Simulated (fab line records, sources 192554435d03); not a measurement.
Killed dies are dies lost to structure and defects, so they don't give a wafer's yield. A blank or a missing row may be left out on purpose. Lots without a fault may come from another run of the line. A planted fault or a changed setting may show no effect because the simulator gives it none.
Which tool did it? | flow n5_finfet | 10 lots, 27 wafers sampled, at 6 steps of a route of 1938

WHAT THE GAUGES READ, wafer by wafer
N5_SD_EPI_P_CD_MEAS_09: target cd 240 nm.
lot  | measured    | on        | cd_nm (nm)
L470 | day 3 15:27 | cd_sem-03 | 240.0 239.8 239.4
L477 | day 5 06:30 | cd_sem-01 | 239.3 239.2
L478 | day 5 11:28 | cd_sem-03 | 239.5 238.9 240.2
L479 | day 5 18:10 | cd_sem-03 | 239.1 239.1 239.8
L480 | day 6 02:04 | cd_sem-02 | 240.0 241.5 241.8
L481 | day 6 08:53 | cd_sem-02 | 238.9 237.5 238.8
L482 | day 6 11:57 | cd_sem-01 | 239.0 239.8 239.6
L490 | day 8 12:59 | cd_sem-01 | 239.2 240.4
L491 | day 8 18:29 | cd_sem-02 | 238.1 238.6
L492 | day 9 01:24 | cd_sem-02 | 240.4 241.1 240.0

N5_SD_ACTIVATION_RS_MEAS_03: measures by four-point-probe.
lot  | measured    | on            | RS_SD_N (ohm/sq)  | RS_SD_P (ohm/sq)
L470 | day 3 19:50 | film_metro-01 | 22.00 21.90 21.73 | 56.2 57.4 56.8
L477 | day 5 10:45 | film_metro-02 | 21.65 21.86       | 56.0 56.7
L478 | day 5 15:47 | film_metro-01 | 21.81 21.84 21.64 | 55.5 56.0 55.2
L479 | day 5 22:47 | film_metro-02 | 22.10 21.52 21.70 | 76.2 76.3 76.9
L480 | day 6 06:19 | film_metro-01 | 22.06 22.16 22.50 | 75.1 76.7 76.7
L481 | day 6 13:08 | film_metro-02 | 22.25 21.93 21.83 | 56.6 55.7 55.8
L482 | day 6 17:06 | film_metro-02 | 21.81 21.89 21.99 | 76.6 75.5 74.1
L490 | day 8 18:09 | film_metro-02 | 21.58 21.76       | 55.7 54.3
L491 | day 8 22:47 | film_metro-02 | 21.97 22.02       | 56.9 57.0
L492 | day 9 06:53 | film_metro-02 | 22.06 22.07 22.17 | 55.5 56.5 56.4

N5_ILD0_THK_MEAS_13.
lot  | measured    | on            | thk_nm (nm)
L470 | day 4 02:38 | film_metro-02 | 15.7 18.0 17.6
L477 | day 5 17:22 | film_metro-01 | 18.1 17.6
L478 | day 5 22:17 | film_metro-01 | 19.1 19.2 16.6
L479 | day 6 05:33 | film_metro-01 | 18.6 19.0 17.3
L480 | day 6 12:52 | film_metro-01 | 17.5 16.8 16.7
L481 | day 6 19:45 | film_metro-02 | 18.2 18.9 18.9
L482 | day 7 00:29 | film_metro-02 | 18.8 17.4 19.1
L490 | day 9 00:59 | film_metro-02 | 17.9 18.3
L491 | day 9 05:41 | film_metro-02 | 17.2 18.1
L492 | day 9 13:26 | film_metro-02 | 19.7 19.2 18.5

N5_BEOL_M4_RC_MEAS_101.
lot  | measured     | on        | DIBL_N (mV/V)  | DIBL_P (mV/V)  | IOFF_N (nA/um)    | IOFF_P (nA/um) | ION_N (uA/um) | ION_P (uA/um) | RC_DENSE_P (ohm.um) | RC_P (ohm.um)  | REXT_P (ohm.um)   | RS_SD_P (ohm/sq) | SS_N (mV/dec)  | SS_P (mV/dec)  | VT_N (mV)   | VT_P (mV)
L470 | day 8 00:02  | prober-02 | 35.3 36.1 36.5 | 35.1 35.6 36.0 | 0.145 0.159 0.167 | 0.20 0.21 0.22 | 682 679 675   | 464 471 462   | 24.9 23.0 23.5      | 20.4 18.9 18.8 | 102.4 102.3 101.2 | 66.6 66.5 66.3   | 70.8 70.7 70.7 | 72.4 72.5 72.9 | 250 248 249 | -248 -247 -251
L477 | day 10 06:52 | prober-01 | 34.8 36.5      | 33.0 35.5      | 0.131 0.164       | 0.20 0.24      | 651 671       | 456 465       | 24.5 23.4           | 19.9 19.2      | 97.5 97.8         | 65.6 66.8        | 71.4 71.7      | 72.0 73.1      | 253 249     | -250 -245
L478 | day 10 15:08 | prober-01 | 37.8 38.0 37.6 | 38.9 39.1 38.2 | 0.187 0.190 0.177 | 0.29 0.29 0.27 | 684 688 673   | 478 479 469   | 25.1 24.2 24.2      | 20.6 19.6 19.7 | 98.3 97.2 99.1    | 65.5 65.4 64.5   | 71.4 72.1 71.1 | 73.6 73.4 73.6 | 246 248 248 | -243 -243 -244
L479 | day 10 22:34 | prober-01 | 35.6 36.8 35.2 | 33.8 36.8 35.3 | 0.143 0.181 0.152 | 0.13 0.17 0.15 | 679 694 671   | 440 447 436   | 28.5 29.9 28.4      | 23.7 24.9 23.2 | 122.3 122.2 121.4 | 88.6 89.1 89.0   | 71.3 72.5 72.0 | 72.5 72.8 72.2 | 252 249 250 | -261 -256 -259
L480 | day 10 19:08 | prober-01 | 37.4 38.4 36.8 | 35.5 36.8 35.0 | 0.186 0.207 0.172 | 0.18 0.19 0.16 | 688 691 670   | 447 444 435   | 28.8 30.2 30.0      | 23.6 24.7 24.3 | 123.9 128.2 127.1 | 86.4 87.1 87.0   | 72.0 71.6 71.4 | 73.5 74.0 74.1 | 246 246 249 | -255 -253 -257
L481 | day 11 00:25 | prober-02 | 37.0 35.0 35.2 | 34.4 33.2 32.7 | 0.143 0.127 0.130 | 0.18 0.17 0.16 | 663 668 673   | 460 463 459   | 23.1 23.6 23.4      | 19.1 19.2 19.1 | 101.9 100.9 102.5 | 65.8 65.6 65.0   | 71.6 70.7 71.0 | 73.0 72.5 72.9 | 253 253 254 | -253 -256 -257
L482 | day 11 02:11 | prober-01 | 37.0 36.2 37.1 | 34.2 34.8 34.9 | 0.165 0.169 0.171 | 0.14 0.15 0.15 | 680 685 691   | 438 447 449   | 29.0 28.5 27.9      | 23.8 23.3 22.9 | 128.6 127.2 126.9 | 87.1 86.0 85.3   | 72.2 71.6 72.1 | 72.8 72.7 73.6 | 249 251 249 | -259 -256 -260
L490 | day 13 12:34 | prober-02 | 34.3 34.5      | 34.8 34.4      | 0.135 0.128       | 0.20 0.18      | 665 665       | 463 462       | 23.0 22.7           | 18.9 18.5      | 97.2 98.1         | 65.3 64.3        | 71.1 70.9      | 73.0 73.1      | 251 253     | -249 -252
L491 | day 13 18:03 | prober-01 | 36.7 35.5      | 35.4 34.4      | 0.172 0.151       | 0.21 0.20      | 682 684       | 463 465       | 24.3 24.0           | 19.8 19.6      | 97.9 96.0         | 66.1 66.9        | 71.5 71.0      | 73.3 73.7      | 247 246     | -250 -248
L492 | day 13 21:29 | prober-02 | 36.5 35.6 36.0 | 36.4 35.2 35.8 | 0.155 0.144 0.139 | 0.19 0.16 0.17 | 671 678 670   | 453 456 452   | 23.4 23.4 23.1      | 19.0 19.0 19.2 | 101.4 104.3 102.0 | 64.3 66.3 65.9   | 72.0 71.4 71.6 | 73.5 73.4 73.5 | 250 251 249 | -254 -257 -253

WHICH TOOL RAN EACH LOT (tool, then ch and the chambers of the sampled wafers, then the start)
lot  | N5_SD_EPI_P_EPI_21             | N5_ILD0_CMP_03
L470 | epi_rpcvd-03 ch 0, day 3 17:21 | cmp-03 ch 1,2, day 3 22:32
L477 | epi_rpcvd-02 ch 0, day 5 07:56 | cmp-03 ch 0,2, day 5 13:34
L478 | epi_rpcvd-02 ch 0, day 5 14:01 | cmp-03 ch 1,2,3, day 5 18:34
L479 | epi_rpcvd-02 ch 0, day 5 20:17 | cmp-04 ch 0,1, day 6 01:31
L480 | epi_rpcvd-02 ch 0, day 6 03:30 | cmp-04 ch 1,2, day 6 09:02
L481 | epi_rpcvd-03 ch 0, day 6 10:40 | cmp-03 ch 0,1, day 6 15:51
L482 | epi_rpcvd-02 ch 0, day 6 13:31 | cmp-03 ch 1,2, day 6 20:39
L490 | epi_rpcvd-03 ch 0, day 8 15:58 | cmp-01 ch 0, day 8 21:08
L491 | epi_rpcvd-02 ch 0, day 8 20:40 | cmp-03 ch 1,3, day 9 01:55
L492 | epi_rpcvd-03 ch 0, day 9 02:58 | cmp-01 ch 1,2,3, day 9 09:37
- N5_SD_EPI_P_EPI_21: deposits SiGe:B, time 355 s.
- N5_ILD0_CMP_03: polishes, stops on SiNx, t overpolish 1.9 s, target thk 197.38 nm.

WHAT THE TOOLS THEMSELVES READ (means of the sampled wafers that have a number; where no wafer has one, the mark that the record gives instead)
N5_SD_EPI_P_EPI_21.
lot  | tool         | lamp_inner_pct (%) | susceptor_temp_C (C)
L470 | epi_rpcvd-03 | 9.3                | 549.86
L477 | epi_rpcvd-02 | 10.6               | 550.05
L478 | epi_rpcvd-02 | 10.5               | 550.26
L479 | epi_rpcvd-02 | 10.6               | 549.97
L480 | epi_rpcvd-02 | 10.5               | 549.87
L481 | epi_rpcvd-03 | 9.3                | 550.31
L482 | epi_rpcvd-02 | 10.6               | 549.95
L490 | epi_rpcvd-03 | 9.4                | 549.67
L491 | epi_rpcvd-02 | 10.4               | 550.20
L492 | epi_rpcvd-03 | 9.3                | 550.07

N5_ILD0_CMP_03.
lot  | tool   | edge_zone_pressure_frac | motor_current_A (A) | overpolish_run_s (s) | retaining_ring_pressure_frac | time_to_endpoint_s (s)
L470 | cmp-03 | 1.002                   | 13.0                | 1.893                | 1.005                        | 66
L477 | cmp-03 | 1.001                   | 11.9                | 1.896                | 0.999                        | 72
L478 | cmp-03 | 0.996                   | 12.7                | 1.896                | 1.001                        | 68
L479 | cmp-04 | 1.002                   | 13.3                | 1.886                | 1.000                        | 73
L480 | cmp-04 | 1.004                   | 12.9                | 1.897                | 1.009                        | 75
L481 | cmp-03 | 0.997                   | 14.7                | 1.910                | 0.999                        | 65
L482 | cmp-03 | 1.001                   | 13.2                | 1.896                | 1.001                        | 65
L490 | cmp-01 | 1.007                   | 15.4                | 1.902                | 1.007                        | 72
L491 | cmp-03 | 1.002                   | 13.8                | 1.891                | 0.996                        | 71
L492 | cmp-01 | 0.999                   | 13.9                | 1.904                | 0.998                        | 75

THE ANSWER, worked out from the rows above alone
Rule: what is usual is taken from the lots themselves. Put in order of their means at a reading, lots are off if they are a third of the lots or fewer, leave a main group of 4 or more, and stand apart from it by a gap of 3 or more times the standard deviation of the main group's means; of several such gaps the widest counts. A main group whose means are all the same, to the digits that the tables above print for the reading, isn't used. A lot without any number at a reading at which 4 lots or more have one is off too. The other lots that the step has rows for count as sound. The gauges are gone through in route order, then the tools' own readings, and for those a lot's mean is taken as printed above. The first step at which some lot is off is used, and at that step the reading that is off furthest; a lot without a number counts as furthest.
Off: L479, L480, L482, at N5_SD_ACTIVATION_RS_MEAS_03 (RS_SD_P). The main group: mean 56.1 ohm/sq, standard deviation 0.63.
A tool fits if, at a process step before that reading, it ran every lot that is off, and no sound lot after the first of them. The gauges at N5_SD_ACTIVATION_RS_MEAS_03 aren't tried: what is off there is off at N5_BEOL_M4_RC_MEAS_101 too, on other tools, and a gauge's error can't cause that. None of those tried fits.

WHAT THE SIMULATOR HAD PUT IN
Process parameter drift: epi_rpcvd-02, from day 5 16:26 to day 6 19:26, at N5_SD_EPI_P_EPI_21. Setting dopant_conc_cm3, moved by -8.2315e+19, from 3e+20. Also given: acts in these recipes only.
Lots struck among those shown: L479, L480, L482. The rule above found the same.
